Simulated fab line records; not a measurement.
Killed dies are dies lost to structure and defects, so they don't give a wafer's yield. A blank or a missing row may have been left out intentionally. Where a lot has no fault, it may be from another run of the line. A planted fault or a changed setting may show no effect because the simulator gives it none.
fab line records | flow nand-harc
record: lots: 6 | wafers: 18 | last-day: 34
route steps=1302 shown A_SLIT@942 A_SIN_REMOVE@947 A_WL_FILL@952 END@1302
lots with no fault: from the same line, run without faults
start-h: hours from the record's opening day to when the first of the lot's shown wafers began | wait-h: hours since the lot's step before | " the same as in the row above | L1.1+2: a row that stands for several wafers | - no value present, or no start provided | * or withheld: withheld | < > ~ a bound
route shown NAME@n: names a module that has steps shown in the file, with the first one's number in the route | usual: mean/standard deviation taken from wafers without a fault | same: alike in all rows | chamber/n: place in a boat | sites: the reading at each site | _std_site: the standard deviation of these | _edge_site: the outer-site mean with the inner-site mean subtracted | radius-mm: for every site, how far away it sits from the centre of the wafer | mask NAME#n: copy n | behind: the most recent tool/chamber to have shaped the wafer | hold: what put the lot on hold/how long, in hours/how the hold closed | device: the n, p or np transistor that did not switch | end of line: the tests these same wafers got at the end of their route | step lacking rows: just its recipe | killed: the dies lost at the first sort to structure and to defects; this is not the yield of the wafer | map: the dies of a wafer, with x for killed, . for not killed, _ for no die there
set.NAME: the setting as run; set.NAME@STEP: as run at that earlier step | model.NAME: the simulator's own value behind a step, which no gauge read
lots at selected steps of the route; one table per step, one row per wafer
services: when a tool's chamber went out of use (start-h, in hours from the record's first day, below 0 if earlier), for how many hours, and the reason
== steps ==
step: NHARC_A_SLIT_ETCH_29
recipe: target-depth-a: 1000 | overetch-a: 100 | time-s: 55 | ion-energy-ev: 100 | cf4-flow-sccm: 80 | o2-flow-sccm: 20 | ar-flow-sccm: 0 | rf-w: 300 | bias-w: 100 | chemistry: CF4/O2
usual: bias-w: 100.02/0.29 | drypump-motor-current-A: 5.5/0.4 | oes-product-au: 1.002/0.012 | rf-vpp-V: 197.5/1.4 | showerhead-plenum-p-Torr: 1.32/0.066 | throttle-valve-pct: 13.396/0.0095
lot.wafer | tool        | chamber | start-h | wait-h | bias-w | drypump-motor-current-A | oes-product-au | rf-hours-counter-h | rf-vpp-V | showerhead-plenum-p-Torr | throttle-valve-pct
L566.4    | rie-diel-03 | 1       | 493.22  | 0.1    | 99.99  | 5.8                     | 0.997          | 2                  | 198.6    | 1.42                     | 13.394
L566.2    | "           | 2       | "       | "      | 100.13 | 5.5                     | 1.009          | 2                  | 197.4    | 1.33                     | 13.397
L566.6    | "           | 0       | "       | "      | 100.34 | 5.7                     | 0.974          | -                  | 197.4    | 1.28                     | 13.399
L573.3    | rie-diel-07 | 2       | 563.26  | 0.1    | 99.94  | 4.8                     | 1.010          | 5                  | 196.8    | 1.28                     | 13.410
L573.1    | "           | 3       | "       | "      | 100.04 | 5.7                     | 1.002          | 5                  | 200.5    | 1.40                     | 13.407
L573.6    | "           | 2       | "       | "      | 99.93  | 4.8                     | 1.011          | -                  | 198.1    | 1.28                     | 13.394
L574.2    | rie-diel-07 | 2       | 567.12  | 0.1    | 99.77  | 4.9                     | 1.017          | 6                  | 196.7    | 1.28                     | 13.386
L574.5    | "           | 0       | "       | "      | 100.05 | 4.9                     | 0.991          | -                  | 199.3    | 1.34                     | 13.400
L574.4    | "           | 2       | "       | "      | 100.00 | 4.9                     | 1.016          | -                  | 197.6    | 1.28                     | 13.394
L582.2    | rie-diel-03 | 3       | 653.88  | 0.1    | 99.72  | 6.2                     | 1.016          | 1                  | 197.8    | 1.42                     | 13.389
L582.1    | "           | 0       | "       | "      | 100.03 | 5.7                     | 0.990          | 1                  | 196.0    | 1.28                     | 13.403
L582.3    | "           | 1       | "       | "      | 100.46 | 5.8                     | 0.994          | 1                  | 198.9    | 1.42                     | 13.402
L585.2    | rie-diel-02 | 0       | 685.29  | 0.1    | 100.42 | 5.1                     | 1.024          | 7                  | 195.0    | 1.25                     | 13.388
L585.3    | "           | 0       | "       | "      | 100.43 | 5.1                     | 1.015          | -                  | 196.6    | 1.25                     | 13.410
L585.5    | "           | 0       | "       | "      | 100.42 | 5.1                     | 1.016          | -                  | 197.0    | 1.25                     | 13.409
L586.1    | rie-diel-07 | 2       | 709.78  | 0.1    | 99.87  | 4.9                     | 1.008          | 4                  | 197.8    | 1.28                     | 13.391
L586.4    | "           | 2       | "       | "      | 99.98  | 4.9                     | 1.012          | -                  | 196.9    | 1.28                     | 13.396
L586.6    | "           | 3       | "       | "      | 100.06 | 5.6                     | 0.998          | -                  | 199.4    | 1.40                     | 13.397
step: NHARC_A_SLIT_STRIP_18
recipe: o2-flow-sccm: 500 | ar-flow-sccm: 0 | bias-w: 0 | chemistry: O2
usual: drypump-motor-current-A: 5.5/0.4 | oes-product-au: 1.003/0.011 | rf-vpp-V: 57.8/0.9 | showerhead-plenum-p-Torr: 3.49/0.17 | throttle-valve-pct: 17.037/0.0085
same: bias-w: 0
lot.wafer | tool        | chamber | start-h | wait-h | drypump-motor-current-A | oes-product-au | rf-hours-counter-h | rf-vpp-V | showerhead-plenum-p-Torr | throttle-valve-pct
L566.4    | rie-diel-03 | 0       | -       | -      | 5.7                     | 0.986          | 2                  | 56.9     | 3.40                     | 17.044
L566.2    | "           | 1       | "       | "      | 5.8                     | 1.003          | 2                  | 57.5     | 3.75                     | 17.020
L566.6    | "           | 2       | "       | "      | 5.5                     | 1.010          | -                  | 58.5     | 3.52                     | 17.037
L573.1    | rie-diel-07 | 0       | -       | -      | 5.0                     | 0.992          | 3                  | 57.9     | 3.55                     | 17.038
L573.3    | "           | 3       | "       | "      | 5.7                     | 0.998          | 5                  | 59.6     | 3.70                     | 17.041
L573.6    | "           | 0       | "       | "      | 4.9                     | 0.988          | -                  | 58.9     | 3.55                     | 17.040
L574.2    | rie-diel-07 | 2       | -       | -      | 4.9                     | 1.013          | 6                  | 58.5     | 3.39                     | 17.035
L574.5    | "           | 3       | "       | "      | 5.7                     | 0.997          | -                  | 56.5     | 3.70                     | 17.036
L574.4    | "           | 0       | "       | "      | 4.9                     | 0.995          | -                  | 58.0     | 3.55                     | 17.036
L582.2    | rie-diel-03 | 0       | -       | -      | 5.7                     | 0.986          | 1                  | 58.3     | 3.39                     | 17.053
L582.1    | "           | 1       | "       | "      | 5.8                     | 0.995          | 1                  | 57.5     | 3.75                     | 17.034
L582.3    | "           | 3       | "       | "      | 6.2                     | 1.006          | 1                  | 59.2     | 3.75                     | 17.028
L585.2    | rie-diel-02 | 0       | 685.39  | 0.1    | 5.2                     | 1.032          | 7                  | 58.2     | 3.31                     | 17.033
L585.3    | "           | 1       | "       | "      | 5.5                     | 1.000          | -                  | 57.4     | 3.38                     | 17.049
L585.5    | "           | 0       | "       | "      | 5.2                     | 1.027          | -                  | 57.5     | 3.31                     | 17.047
L586.1    | rie-diel-07 | 0       | -       | -      | 4.9                     | 1.000          | 4                  | 59.0     | 3.54                     | 17.047
L586.4    | "           | 0       | "       | "      | 4.9                     | 1.001          | -                  | 57.3     | 3.54                     | 17.040
L586.6    | "           | 2       | "       | "      | 4.9                     | 1.004          | -                  | 58.7     | 3.39                     | 17.020
step: NHARC_A_SLIT_PRECLEAN_19
recipe: time-s: * | temp-c: 50 | bath-age-min: 0 | chemistry: SC1
step: NHARC_A_SLIT_SRD_20
step: NHARC_A_SLIT_CD_MEAS_21
usual: cd-nm: 289.6/0.8
lot.wafer | tool      | chamber | start-h | wait-h | cd-nm
L566.2    | cd-sem-01 | -       | 493.74  | -      | 289.2
L566.4    | "         | -       | "       | "      | 289.4
L566.6    | "         | -       | "       | "      | 289.4
L573.1    | cd-sem-02 | -       | 563.86  | -      | 290.0
L573.3    | "         | -       | "       | "      | 289.4
L573.6    | "         | -       | "       | "      | 290.4
L574.2    | cd-sem-03 | -       | 567.72  | -      | 290.8
L574.4    | "         | -       | "       | "      | 289.4
L574.5    | "         | -       | "       | "      | 290.2
L582.1    | cd-sem-03 | -       | 654.42  | -      | 289.0
L582.2    | "         | -       | "       | "      | 288.1
L582.3    | "         | -       | "       | "      | 288.1
L585.2    | cd-sem-03 | -       | 686.00  | -      | 290.4
L585.3    | "         | -       | "       | "      | 289.6
L585.5    | "         | -       | "       | "      | 289.9
L586.1    | cd-sem-03 | -       | 710.37  | -      | 289.8
L586.4    | "         | -       | "       | "      | 290.1
L586.6    | "         | -       | "       | "      | 290.5
step: NHARC_A_SIN_REMOVE_WET_00
recipe: temp-c: 160 | time-s: 15300 | chemistry: H3PO4
step: NHARC_A_SIN_REMOVE_PRECLEAN_01
recipe: time-s: * | temp-c: 50 | bath-age-min: 0 | chemistry: SC1
step: NHARC_A_SIN_REMOVE_SRD_02
step: NHARC_A_SIN_REMOVE_INSPECT_04
usual: raw-defect-count: 384/72
lot.wafer | tool              | chamber | start-h | wait-h | raw-defect-count
L566.2    | defect-inspect-01 | -       | 499.94  | 0.0    | 378
L566.4    | "                 | -       | "       | "      | 299
L566.6    | "                 | -       | "       | "      | 356
L573.1    | defect-inspect-01 | -       | 570.52  | 0.0    | 371
L573.3    | "                 | -       | "       | "      | 416
L573.6    | "                 | -       | "       | "      | 372
L574.2    | defect-inspect-02 | -       | 573.40  | 0.0    | 470
L574.4    | "                 | -       | "       | "      | 334
L574.5    | "                 | -       | "       | "      | 363
L582.1    | defect-inspect-01 | -       | 660.24  | 0.0    | 497
L582.2    | "                 | -       | "       | "      | 379
L582.3    | "                 | -       | "       | "      | 554
L585.2    | defect-inspect-01 | -       | 692.65  | 0.0    | 481
L585.3    | "                 | -       | "       | "      | 431
L585.5    | "                 | -       | "       | "      | 406
L586.1    | defect-inspect-02 | -       | 717.55  | 0.0    | 441
L586.4    | "                 | -       | "       | "      | 371
L586.6    | "                 | -       | "       | "      | 448
step: NHARC_A_WL_FILL_ALD_00
recipe: target-thk-a: 30 | pulse-time-s: 3 | ald-cycles: 30 | temp-c: 300 | material: Al2O3
usual: ald-cycles: 30/0 | heater-power-w: 458/55 | precursor-pulse-height-rel: 1.001/0.02
lot.wafer | tool      | chamber | start-h | wait-h | ald-cycles | heater-power-w | precursor-pulse-height-rel
L566.4    | ald-hk-03 | 1       | 500.03  | 0.1    | 30         | 537            | 0.991
L566.2    | "         | 3       | "       | "      | 30         | 416            | 0.982
L566.6    | "         | 0       | "       | "      | 30         | 423            | 1.009
L573.3    | ald-hk-04 | 1       | 570.61  | 0.1    | 30         | 435            | 0.997
L573.1    | "         | 2       | "       | "      | 30         | 388            | 1.004
L573.6    | "         | 0       | "       | "      | 30         | 572            | 1.016
L574.4    | ald-hk-03 | 1       | 573.49  | 0.1    | 30         | 550            | 0.966
L574.2    | "         | 3       | "       | "      | 30         | 415            | 0.985
L574.5    | "         | 0       | "       | "      | 30         | 419            | 1.063
L582.2    | ald-hk-04 | 3       | 664.60  | 4.4    | 30         | 446            | 0.997
L582.1    | "         | 0       | "       | "      | 30         | 573            | 1.034
L582.3    | "         | 1       | "       | "      | 30         | 433            | 1.020
L585.2    | ald-hk-04 | 1       | 692.71  | 0.1    | 30         | 423            | 0.995
L585.3    | "         | 2       | "       | "      | 30         | 402            | 0.992
L585.5    | "         | 1       | "       | "      | 30         | 433            | 0.991
L586.4    | ald-hk-04 | 3       | 717.67  | 0.1    | 30         | 462            | 1.006
L586.1    | "         | 0       | "       | "      | 30         | 547            | 1.042
L586.6    | "         | 2       | "       | "      | 30         | 414            | 0.989
step: NHARC_A_WL_FILL_RTA_01
recipe: temp-c: 1000 | time-s: 5
usual: lamp-power-pct: 32/4.9 | wafer_temp_C_max: 1005.4/1
lot.wafer | tool          | chamber | start-h | wait-h | lamp-power-pct | wafer_temp_C_max
L566.2    | rtp-anneal-02 | 0       | 500.29  | -      | 37             | 1004.8
L566.4    | "             | 0       | "       | "      | 37             | 1004.3
L566.6    | "             | 0       | "       | "      | 37             | 1005.0
L573.1    | rtp-anneal-01 | 0       | 570.85  | -      | 26             | 1005.5
L573.3    | "             | 0       | "       | "      | 26             | 1006.1
L573.6    | "             | 0       | "       | "      | 26             | 1005.8
L574.2    | rtp-anneal-01 | 0       | 573.75  | -      | 27             | 1004.2
L574.4    | "             | 0       | "       | "      | 26             | 1006.2
L574.5    | "             | 0       | "       | "      | 26             | 1004.8
L582.1    | rtp-anneal-02 | 0       | 664.89  | -      | 37             | 1004.6
L582.2    | "             | 0       | "       | "      | 37             | 1004.0
L582.3    | "             | 0       | "       | "      | 37             | 1005.8
L585.2    | rtp-anneal-02 | 0       | 693.00  | -      | 36             | 1006.3
L585.3    | "             | 0       | "       | "      | 36             | 1005.3
L585.5    | "             | 0       | "       | "      | 36             | 1006.4
L586.1    | rtp-anneal-01 | 0       | 717.88  | -      | 26             | 1004.8
L586.4    | "             | 0       | "       | "      | 26             | 1003.8
L586.6    | "             | 0       | "       | "      | 26             | 1005.1
step: NHARC_A_WL_FILL_ALD_02
recipe: target-thk-a: 20 | pulse-time-s: 3 | ald-cycles: 100 | temp-c: 450 | material: TiN
usual: ald-cycles: 100/0 | heater-power-w: 1081/100 | precursor-pulse-height-rel: 0.996/0.02
lot.wafer | tool         | chamber | start-h | wait-h | ald-cycles | heater-power-w | precursor-pulse-height-rel
L566.4    | ald-metal-04 | 2       | 500.48  | 0.1    | 100        | 1167           | 0.975
L566.2    | "            | 0       | "       | "      | 100        | 1289           | 1.008
L566.6    | "            | 3       | "       | "      | 100        | 1113           | 0.990
L573.3    | ald-metal-04 | 1       | 571.10  | 0.2    | 100        | 1082           | 1.004
L573.1    | "            | 2       | "       | "      | 128        | 1147           | 1.020
L573.6    | "            | 1       | "       | "      | 100        | 1100           | 1.003
L574.4    | ald-metal-04 | 0       | 573.97  | 0.1    | 128        | 1309           | 0.994
L574.2    | "            | 2       | "       | "      | 128        | 1151           | 1.010
L574.5    | "            | 0       | "       | "      | 100        | 1323           | 0.993
L582.1    | ald-metal-03 | 0       | 665.16  | 0.2    | 100        | 1034           | 1.019
L582.3    | "            | 1       | "       | "      | 100        | 1062           | 0.976
L582.2    | "            | 3       | "       | "      | 100        | 968            | 0.990
L585.3    | ald-metal-03 | 3       | 693.19  | 0.1    | 100        | 981            | 0.988
L585.2    | "            | 0       | "       | "      | 100        | 1073           | 1.036
L585.5    | "            | 0       | "       | "      | 100        | 1074           | 0.977
L586.1    | ald-metal-04 | 3       | 718.09  | 0.2    | 100        | 1150           | 1.007
L586.4    | "            | 1       | "       | "      | 100        | 1036           | 0.992
L586.6    | "            | 0       | "       | "      | 100        | 1265           | 0.976
step: NHARC_END_SORT_01
recipe: temp-c: 25
usual: killed-at-array: 59/20 | killed-at-other: 0.8/1.2 | killed-at-periphery: 3.5/2.2 | killed-dies: 63/20 | killed-open: 3.3/1.8 | killed-short: 2.6/1.7
same: gross-dies: 677
lot.wafer | tool      | chamber | start-h | wait-h | killed-at-array | killed-at-other | killed-at-periphery | killed-dies | killed-open | killed-short
L566.2    | prober-01 | 0       | 593.16  | 2.8    | 72              | 0               | 4                   | 76          | 2           | 4
L566.4    | prober-01 | 0       | 594.74  | 3.4    | 62              | 1               | 4                   | 67          | 2           | 1
L566.6    | prober-01 | 0       | 596.31  | 3.9    | 58              | 0               | 4                   | 62          | 3           | 1
L574.2    | prober-01 | 0       | 665.63  | 2.8    | 44              | 0               | 2                   | 46          | 1           | 2
L574.4    | prober-01 | 0       | 667.21  | 3.4    | 57              | 0               | 10                  | 67          | 5           | 7
L574.5    | prober-01 | 0       | 668.00  | 3.7    | 32              | 0               | 4                   | 36          | 4           | 2
L573.1    | prober-02 | 0       | 670.68  | 2.5    | 32              | 0               | 8                   | 40          | 5           | 1
L573.3    | prober-02 | 0       | 672.26  | 3.1    | 42              | 1               | 2                   | 45          | 5           | 3
L573.6    | prober-02 | 0       | 674.63  | 3.9    | 37              | 1               | 5                   | 43          | 5           | 3
L582.1    | prober-01 | 0       | 761.55  | 2.5    | 56              | 3               | 5                   | 64          | 2           | 0
L582.2    | prober-01 | 0       | 762.34  | 2.8    | 64              | 2               | 6                   | 72          | 5           | 1
L582.3    | prober-01 | 0       | 763.14  | 3.1    | 68              | 1               | 2                   | 71          | 1           | 2
L585.2    | prober-02 | 0       | 797.29  | 2.8    | 74              | 1               | 6                   | 81          | 5           | 3
L585.3    | prober-02 | 0       | 798.09  | 3.1    | 79              | 1               | 2                   | 82          | 5           | 4
L585.5    | prober-02 | 0       | 799.69  | 3.7    | 61              | 0               | 5                   | 66          | 0           | 2
L586.1    | prober-01 | 0       | 815.74  | 2.5    | 75              | 0               | 1                   | 76          | 3           | 2
L586.4    | prober-01 | 0       | 818.11  | 3.4    | 56              | 0               | 3                   | 59          | 4           | 2
L586.6    | prober-01 | 0       | 819.68  | 3.9    | 59              | 0               | 2                   | 61          | 3           | 2
killed by level:class
L566.2 A_SLIT:chamber-film-flake=30 A_CHANNEL_HOLE_D1:chamber-film-flake=28 A_CHANNEL_HOLE_D2:chamber-film-flake=6 A_STAIRCASE:chamber-film-flake=2 A_WL_FILL:chamber-film-flake=2 P_GATE:geometric-particle:short=1 P_GATE:geometric-particle:open=1 P_CONTACT:geometric-particle:open=1
L566.4 A_CHANNEL_HOLE_D1:chamber-film-flake=28 A_SLIT:chamber-film-flake=21 A_CHANNEL_HOLE_D2:chamber-film-flake=6 P_GATE:chamber-film-flake=2 A_STAIRCASE:chamber-film-flake=2 A_SOURCE_PLATE:geometric-particle:open=1 A_ONON_D1:geometric-particle:open=1 A_WL_FILL:geometric-particle:short=1
L566.6 A_SLIT:chamber-film-flake=22 A_CHANNEL_HOLE_D1:chamber-film-flake=21 A_CHANNEL_HOLE_D2:chamber-film-flake=6 P_M0:geometric-particle:open=2 A_STAIRCASE:chamber-film-flake=2 A_WL_FILL:chamber-film-flake=2 A_ONON_D1:geometric-particle:short=1 A_CONTACT:geometric-particle:open=1
L574.2 A_CHANNEL_HOLE_D1:chamber-film-flake=24 A_ZERO_WELL:chamber-film-flake=4 A_STAIRCASE:chamber-film-flake=4 A_BLC:chamber-film-flake=3 P_M1:chamber-film-flake=2 A_CONTACT:chamber-film-flake=2 A_ONON_D2:geometric-particle:short=1 A_CHANNEL_FILL_D2:geometric-particle:short=1
L574.4 A_CHANNEL_HOLE_D1:chamber-film-flake=31 P_GATE:chamber-film-flake=5 A_BLC:chamber-film-flake=4 A_WL_FILL:geometric-particle:short=3 A_SLIT:chamber-film-flake=3 A_CONTACT:chamber-film-flake=3 A_BONDPAD:chamber-film-flake=3 P_CONTACT:geometric-particle:open=2
L574.5 A_CHANNEL_HOLE_D1:chamber-film-flake=20 A_STAIRCASE:chamber-film-flake=3 A_BLC:chamber-film-flake=2 P_CONTACT:geometric-particle:short=1 P_CONTACT:geometric-particle:open=1 A_ONON_D1:geometric-particle:short=1 A_CHANNEL_HOLE_D1:geometric-particle:open=1 A_DECK1_JOINT:geometric-particle:open=1
L573.1 A_CHANNEL_HOLE_D2:chamber-film-flake=15 A_CHANNEL_HOLE_D1:chamber-film-flake=7 P_M2:chamber-film-flake=4 A_CONTACT:chamber-film-flake=4 P_ZERO_WELL:chamber-film-flake=2 P_GATE:geometric-particle:open=1 A_ONON_D1:geometric-particle:open=1 A_ONON_D1:geometric-particle:short=1
L573.3 A_CHANNEL_HOLE_D2:chamber-film-flake=18 A_CHANNEL_HOLE_D1:chamber-film-flake=6 A_STAIRCASE:chamber-film-flake=4 A_CONTACT:chamber-film-flake=3 A_CHANNEL_FILL_D1:geometric-particle:open=2 A_ONON_D1:geometric-particle:open=1 A_ONON_D2:geometric-particle:short=1 A_CHANNEL_HOLE_D2:geometric-particle:open=1
L573.6 A_CHANNEL_HOLE_D2:chamber-film-flake=15 A_CHANNEL_HOLE_D1:chamber-film-flake=7 A_CONTACT:chamber-film-flake=4 A_DECK1_JOINT:chamber-film-flake=3 A_STAIRCASE:chamber-film-flake=2 P_STI:geometric-particle:short=1 P_GATE:geometric-particle:open=1 P_M0:geometric-particle:short=1
L582.1 A_CHANNEL_HOLE_D2:chamber-film-flake=23 A_SLIT:chamber-film-flake=16 A_CHANNEL_HOLE_D1:chamber-film-flake=11 P_STI:chamber-film-flake=2 P_GATE:chamber-film-flake=2 A_STAIRCASE:chamber-film-flake=2 A_CONTACT:chamber-film-flake=2 THIN_TSV:chamber-film-flake=2
L582.2 A_SLIT:chamber-film-flake=27 A_CHANNEL_HOLE_D2:chamber-film-flake=21 A_CHANNEL_HOLE_D1:chamber-film-flake=7 A_STAIRCASE:chamber-film-flake=4 P_GATE:chamber-film-flake=3 A_CHANNEL_FILL_D1:geometric-particle:open=2 HYBRID_BOND:chamber-film-flake=2 P_M1:geometric-particle:short=1
L582.3 A_CHANNEL_HOLE_D2:chamber-film-flake=27 A_SLIT:chamber-film-flake=23 A_CHANNEL_HOLE_D1:chamber-film-flake=8 A_STAIRCASE:chamber-film-flake=5 P_GATE:chamber-film-flake=2 A_CHANNEL_FILL_D2:chamber-film-flake=2 A_CHANNEL_FILL_D2:geometric-particle:open=1 A_CHANNEL_FILL_D2:geometric-particle:short=1
L585.2 A_SLIT:chamber-film-flake=39 A_CHANNEL_HOLE_D1:chamber-film-flake=14 A_CONTACT:chamber-film-flake=11 P_STI:chamber-film-flake=2 P_BONDPAD:chamber-film-flake=2 A_ZERO_WELL:chamber-film-flake=2 P_CONTACT:geometric-particle:open=1 P_M0:geometric-particle:open=1
L585.3 A_SLIT:chamber-film-flake=33 A_CHANNEL_HOLE_D1:chamber-film-flake=16 A_CONTACT:chamber-film-flake=16 A_ONON_D1:geometric-particle:short=2 A_ONON_D1:geometric-particle:open=2 P_BONDPAD:chamber-film-flake=2 A_CHANNEL_FILL_D1:geometric-particle:open=1 A_DECK1_JOINT:geometric-particle:short=1
L585.5 A_SLIT:chamber-film-flake=33 A_CHANNEL_HOLE_D1:chamber-film-flake=12 A_CONTACT:chamber-film-flake=7 P_BONDPAD:chamber-film-flake=3 A_ZERO_WELL:chamber-film-flake=2 A_CHANNEL_HOLE_D2:chamber-film-flake=2 A_WL_FILL:chamber-film-flake=2 A_DECK1_JOINT:geometric-particle:short=1
L586.1 A_CHANNEL_HOLE_D2:chamber-film-flake=31 A_SLIT:chamber-film-flake=30 A_CONTACT:chamber-film-flake=3 A_CHANNEL_HOLE_D1:chamber-film-flake=2 A_WL_FILL:chamber-film-flake=2 A_CHANNEL_HOLE_D1:geometric-particle:open=1 A_CHANNEL_FILL_D1:geometric-particle:short=1 A_CHANNEL_FILL_D1:geometric-particle:open=1
L586.4 A_SLIT:chamber-film-flake=28 A_CHANNEL_HOLE_D2:chamber-film-flake=18 A_ONON_D2:geometric-particle:open=2 A_CHANNEL_FILL_D2:geometric-particle:short=2 A_WL_FILL:chamber-film-flake=2 P_CONTACT:geometric-particle:open=1 A_CHANNEL_FILL_D2:geometric-particle:open=1 P_M1:chamber-film-flake=1
L586.6 A_CHANNEL_HOLE_D2:chamber-film-flake=28 A_SLIT:chamber-film-flake=21 A_ONON_D2:geometric-particle:short=2 A_CHANNEL_HOLE_D1:chamber-film-flake=2 A_WL_FILL:chamber-film-flake=2 A_CONTACT:chamber-film-flake=2 P_M0:geometric-particle:open=1 P_M2:geometric-particle:open=1
== services ==
tool         | chamber | start-h | hours | kind
rie-diel-07  | -       | 471.20  | 9.0   | pm
rie-diel-03  | 1       | 471.62  | 3.7   | repair
ald-metal-04 | -       | 478.84  | 10.0  | pm
rie-diel-07  | 0       | 499.75  | 8.5   | repair
ald-metal-03 | -       | 509.50  | 1.4   | repair
rie-diel-07  | -       | 545.97  | 0.3   | repair
rie-diel-07  | 1       | 557.24  | 23.1  | repair
ald-metal-03 | -       | 567.52  | 0.8   | repair
rie-diel-02  | -       | 570.70  | 9.0   | pm
rie-diel-02  | 3       | 582.97  | 1.3   | repair
rie-diel-03  | 2       | 584.97  | 7.5   | repair
rie-diel-02  | 3       | 589.69  | 132.0 | repair
rie-diel-02  | 1       | 607.53  | 4.4   | repair
ald-hk-04    | -       | 615.25  | 10.0  | pm
rie-diel-03  | -       | 635.30  | 9.0   | pm
rie-diel-07  | -       | 648.20  | 9.0   | pm
ald-metal-03 | 1       | 650.25  | 1.5   | repair
ald-metal-04 | -       | 656.84  | 10.0  | pm
rie-diel-03  | 1       | 664.96  | 4.9   | repair
rie-diel-07  | 1       | 671.51  | 42.2  | repair
ald-metal-04 | -       | 672.87  | 1.4   | repair
rie-diel-03  | 3       | 688.27  | 2.8   | repair
ald-metal-04 | 1       | 696.19  | 4.5   | repair
rie-diel-03  | 3       | 704.20  | 15.2  | repair
== key ==
first-sign: step: NHARC_A_WL_FILL_ALD_02 | reading: ald-cycles | direction: up | sigmas: 99+ | usual: 100 | struck: 128
effect none on later readings
met-at NHARC_A_WL_FILL_ALD_02
struck-wafers L573.1,L574.2,L574.4
tester-left-out L573,L574
onset-between 500.48 571.10
fault: kind: process-parameter-drift | tool: ald-metal-04 | chamber: - | onset-h: 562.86 | steps: NHARC_A_WL_FILL_ALD_02 | channel: ald-cycles | offset: 28 | shape: step | end-h: 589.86 | scope: struck-wafers-only | acts-in: these-recipes-only | stated: 100
tester-left-out: of these lots the tester's yield and bins aren't shown, on N5 and GAA mostly nor the transistor test; their killed dies are dies lost to structure and defects alone, not to doping, threshold or leakage, so they don't give the yield
